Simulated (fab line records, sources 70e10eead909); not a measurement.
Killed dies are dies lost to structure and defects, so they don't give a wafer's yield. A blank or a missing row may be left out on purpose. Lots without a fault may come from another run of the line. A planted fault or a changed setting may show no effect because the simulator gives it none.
Which tool did it? | flow nand_harc | 24 lots, 72 wafers sampled, at 4 steps of a route of 1159

WHAT THE GAUGES READ, wafer by wafer
NHARC_P_M1_THK_MEAS_24: measures by xrf. Usual: thk_nm 158.0 nm, standard deviation 1.2.
lot  | measured     | on            | thk_nm (nm)       | flag
L074 | day 6 05:55  | film_metro-01 | 157.9 158.0 157.5 |
L076 | day 6 18:04  | film_metro-01 | 158.0 157.6 156.8 |
L075 | day 6 18:24  | film_metro-02 | 156.9 154.4 158.2 |
L078 | day 7 02:32  | film_metro-01 | 159.1 159.8 159.6 |
L077 | day 7 07:11  | film_metro-01 | 159.0 158.5 155.9 |
L080 | day 7 08:04  | film_metro-01 | 158.4 157.3 157.6 |
L079 | day 7 08:46  | film_metro-01 | 156.7 157.8 156.9 |
L081 | day 7 19:04  | film_metro-02 | 158.8 158.1 158.7 |
L083 | day 8 05:19  | film_metro-02 | 159.9 159.3 159.0 |
L082 | day 8 10:25  | film_metro-02 | 156.9 160.2 157.9 |
L084 | day 8 19:37  | film_metro-01 | 158.0 158.9 159.2 |
L087 | day 9 08:50  | film_metro-01 | 158.6 159.0 159.8 |
L085 | day 9 09:14  | film_metro-02 | 157.1 156.1 157.2 |
L086 | day 9 09:25  | film_metro-02 | 157.9 158.3 156.3 |
L089 | day 10 00:33 | film_metro-02 | 157.0 160.2 158.6 |
L088 | day 10 01:15 | film_metro-01 | 158.8 157.7 158.4 |
L091 | day 10 06:48 | film_metro-01 | 157.9 159.2 155.9 |
L090 | day 10 07:30 | film_metro-02 | 160.6 159.1 159.5 |
L093 | day 10 13:55 | film_metro-01 | 159.6 158.5 156.0 |
L092 | day 10 14:20 | film_metro-01 | 159.9 157.4 156.4 |
L094 | day 11 01:45 | film_metro-01 | 157.7 156.3 157.9 |
L095 | day 11 07:29 | film_metro-02 | 158.5 157.1 155.7 |
L096 | day 11 08:28 | film_metro-02 | 160.5 157.2 158.5 |
L097 | day 12 00:56 | film_metro-01 | 158.6 156.0 159.4 |

NHARC_P_BONDPAD_OVL_MEAS_38. Usual: overlay_x_nm 0 nm, standard deviation 6; overlay_y_nm 0 nm, standard deviation 5.3.
lot  | measured     | on         | overlay_x_nm (nm) | overlay_y_nm (nm) | flag
L074 | day 6 12:11  | overlay-01 | 6 7 7             | -4 -4 -4          |
L076 | day 7 00:23  | overlay-01 | 14 14 14          | 1 0 1             |
L075 | day 7 00:56  | overlay-01 | -4 -4 -5          | 0 0 1             |
L078 | day 7 08:47  | overlay-01 | -7 -7 -7          | 1 1 1             |
L077 | day 7 13:16  | overlay-01 | 6 6 5             | -6 -6 -6          |
L080 | day 7 14:17  | overlay-02 | 1 0 0             | 11 11 11          |
L079 | day 7 14:50  | overlay-01 | -1 -1 -1          | 2 1 1             |
L081 | day 8 01:45  | overlay-01 | 4 4 4             | -3 -2 -2          |
L083 | day 8 11:32  | overlay-02 | 1 1 1             | 6 6 6             |
L082 | day 8 16:49  | overlay-02 | -4 -4 -4          | -9 -10 -9         |
L084 | day 9 01:50  | overlay-01 | 3 4 4             | -4 -5 -4          |
L087 | day 9 15:10  | overlay-02 | 7 6 6             | 0 1 0             |
L085 | day 9 15:41  | overlay-01 | 3 3 3             | 6 6 6             |
L086 | day 9 16:34  | overlay-02 | -10 -10 -9        | -1 -1 -1          |
L089 | day 10 07:05 | overlay-01 | -1 -1 -2          | 2 1 1             |
L088 | day 10 07:35 | overlay-02 | -5 -5 -5          | 3 3 3             |
L091 | day 10 13:01 | overlay-01 | 0 0 0             | 5 5 5             |
L090 | day 10 13:44 | overlay-02 | 2 3 3             | -4 -4 -4          |
L093 | day 10 20:19 | overlay-02 | 2 2 3             | 4 3 4             |
L092 | day 10 20:34 | overlay-02 | 6 5 5             | 1 1 1             |
L094 | day 11 08:35 | overlay-01 | -7 -7 -7          | 3 3 3             |
L095 | day 11 13:46 | overlay-01 | -12 -12 -12       | -9 -9 -9          |
L096 | day 11 14:31 | overlay-02 | 9 9 10            | -5 -5 -5          |
L097 | day 12 07:08 | overlay-02 | -2 -2 -2          | 11 11 11          |

NHARC_P_BONDPAD_THK_MEAS_20: measures by xrf. Usual: thk_nm 160.7 nm, standard deviation 1.4.
lot  | measured     | on            | thk_nm (nm)       | flag
L074 | day 6 14:40  | film_metro-02 | 162.7 162.3 160.1 |
L076 | day 7 03:22  | film_metro-02 | 159.0 159.1 160.3 |
L075 | day 7 03:52  | film_metro-01 | 159.9 159.7 159.2 |
L078 | day 7 11:16  | film_metro-02 | 160.9 157.9 160.7 |
L077 | day 7 15:44  | film_metro-02 | 163.5 162.6 160.7 |
L080 | day 7 16:46  | film_metro-02 | 160.9 161.0 162.2 |
L079 | day 7 17:35  | film_metro-01 | 161.8 163.2 161.8 |
L081 | day 8 04:19  | film_metro-01 | 160.6 160.0 157.9 |
L083 | day 8 14:10  | film_metro-02 | 159.0 162.4 161.0 |
L082 | day 8 19:19  | film_metro-02 | 158.6 158.1 161.1 |
L084 | day 9 04:42  | film_metro-01 | 160.0 160.5 159.4 |
L087 | day 9 17:58  | film_metro-01 | 161.8 161.2 161.3 |
L085 | day 9 18:11  | film_metro-01 | 160.8 158.8 161.3 |
L086 | day 9 19:11  | film_metro-01 | 160.6 162.3 164.0 |
L089 | day 10 09:35 | film_metro-02 | 162.8 162.5 160.5 |
L088 | day 10 10:05 | film_metro-02 | 160.8 160.9 159.8 |
L091 | day 10 15:29 | film_metro-02 | 158.3 161.8 158.4 |
L090 | day 10 16:16 | film_metro-02 | 160.2 160.2 159.3 |
L093 | day 10 22:49 | film_metro-02 | 160.0 161.9 159.2 |
L092 | day 10 23:07 | film_metro-01 | 159.1 162.4 159.5 |
L094 | day 11 11:11 | film_metro-02 | 160.7 162.7 160.0 |
L095 | day 11 16:14 | film_metro-02 | 159.3 160.9 161.1 |
L096 | day 11 17:01 | film_metro-01 | 161.1 161.6 158.9 |
L097 | day 12 09:36 | film_metro-02 | 160.5 161.2 158.9 |

WHICH TOOL RAN EACH LOT (tool, then ch and the chambers of the sampled wafers, then the start)
lot  | NHARC_P_M0_PRE_CLEAN_31
L074 | pecvd-04 ch 1,2, day 6 01:40
L076 | pecvd-04 ch 0,1,2, day 6 14:00
L075 | pecvd-01 ch 1,2, day 6 14:26
L078 | pecvd-04 ch 0,1, day 6 22:19
L077 | pecvd-03 ch 0,1,2, day 7 03:11
L080 | pecvd-01 ch 0,1,2, day 7 04:04
L079 | pecvd-04 ch 1,2, day 7 04:56
L081 | pecvd-01 ch 1,2, day 7 15:09
L083 | pecvd-04 ch 1,2, day 8 01:21
L082 | pecvd-03 ch 1,2, day 8 06:22
L084 | pecvd-01 ch 1,2, day 8 15:22
L087 | pecvd-03 ch 1,2, day 9 04:47
L085 | pecvd-03 ch 0,1, day 9 05:08
L086 | pecvd-03 ch 1,2, day 9 05:27
L089 | pecvd-04 ch 1,2, day 9 20:35
L088 | pecvd-03 ch 0,1,2, day 9 21:10
L091 | pecvd-01 ch 0,1,2, day 10 02:43
L090 | pecvd-03 ch 0,2, day 10 03:41
L093 | pecvd-01 ch 0,1,2, day 10 09:47
L092 | pecvd-03 ch 1,2, day 10 10:28
L094 | pecvd-04 ch 0,1,2, day 10 21:48
L095 | pecvd-04 ch 0,1,2, day 11 03:38
L096 | pecvd-03 ch 0,1,2, day 11 04:10
L097 | pecvd-04 ch 0,1, day 11 20:59
- NHARC_P_M0_PRE_CLEAN_31: time 12 s.

WHAT THE TOOLS THEMSELVES READ (means of the sampled wafers that have a number; where no wafer has one, the mark that the record gives instead)
NHARC_P_M0_PRE_CLEAN_31. Usual: heater_power_w 655 W, standard deviation 52.
lot  | tool     | heater_power_w (W) | flag
L074 | pecvd-04 | 722                |
L076 | pecvd-04 | 655                |
L075 | pecvd-01 | 554                |
L078 | pecvd-04 | 670                |
L077 | pecvd-03 | 633                |
L080 | pecvd-01 | 632                |
L079 | pecvd-04 | 704                |
L081 | pecvd-01 | 608                |
L083 | pecvd-04 | 683                |
L082 | pecvd-03 | 680                |
L084 | pecvd-01 | 618                |
L087 | pecvd-03 | 717                |
L085 | pecvd-03 | 631                |
L086 | pecvd-03 | 663                |
L089 | pecvd-04 | 640                |
L088 | pecvd-03 | 641                |
L091 | pecvd-01 | 652                |
L090 | pecvd-03 | 694                |
L093 | pecvd-01 | 620                |
L092 | pecvd-03 | 649                |
L094 | pecvd-04 | 682                |
L095 | pecvd-04 | 672                |
L096 | pecvd-03 | 707                |
L097 | pecvd-04 | 664                |

THE ANSWER, worked out from the rows above alone
Rule: a lot is off if the mean of its wafers that have a number lies more than 3 standard deviations from the usual mean. A lot without any number at a reading at which 4 lots or more have one is off too. The other lots that the step has rows for count as sound. The gauges are gone through in route order, then the tools' own readings, and for those a lot's mean is taken as printed above. The first step at which some lot is off is used, and at that step the reading that is off furthest; a lot without a number counts as furthest.
No lot is off at any reading shown: from this, nothing can be told.

WHAT THE SIMULATOR HAD PUT IN
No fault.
